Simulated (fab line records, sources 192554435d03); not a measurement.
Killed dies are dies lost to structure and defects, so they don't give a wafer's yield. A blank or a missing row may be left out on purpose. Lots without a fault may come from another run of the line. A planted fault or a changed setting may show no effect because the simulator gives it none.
Chamber matching | flow n5_finfet | N5_BEOL_M7_ILD_DEP_00 on pecvd-02: 3 sister chambers
The step deposits SiCOH lowk from DEMS/porogen, target thk 179.75 nm, time 33.4 s. 6 wafers are shown with their chamber, then 9 later ones without.

WAFERS WITH THEIR CHAMBER
wafer  | chamber | throttle_valve_pct (%) | heater_power_w (W)
L082.1 | 1       | 14.5                   | 276
L085.1 | 2       | 13.2                   | 227
L085.5 | 2       | 13.5                   | 233
L091.2 | 0       | 13.0                   | 344
L091.4 | 0       | 13.1                   | 353
L091.6 | 1       | 14.5                   | 306

WAFERS WITHOUT THEIR CHAMBER
wafer  | throttle_valve_pct (%) | heater_power_w (W)
L092.2 | 13.6                   | 258
L092.4 | 14.4                   | 312
L092.6 | 13.7                   | 266
L093.2 | 14.9                   | 287
L093.3 | 13.0                   | 343
L093.5 | 14.8                   | 289
L097.3 | 12.9                   | 373
L097.5 | 14.5                   | 280
L097.6 | 13.1                   | 391

WHICH CHAMBER EACH WENT THROUGH
wafer  | from the rows above | in truth
L092.2 | 2                   | 2
L092.4 | 1                   | 1
L092.6 | 2                   | 2
L093.2 | 1                   | 1
L093.3 | 0                   | 0
L093.5 | 1                   | 1
L097.3 | 0                   | 0
L097.5 | 1                   | 1
L097.6 | 0                   | 0
Placed correctly: 9 of 9. Can't be placed from these rows: 0. Placed wrongly: 0.
How it was worked out, from the rows above alone: a wafer's distance from a chamber is the root of the sum, over the readings, of the square of ((its reading less the chamber's mean) divided by the reading's scatter). The wafer belongs to the nearest chamber; if the next one is less than 2 further off, it can't be placed. A chamber's mean is the mean of its shown wafers. The scatter: the root of (the sum of the squares of (reading less its chamber's mean) over the shown wafers, divided by (wafers less chambers)).
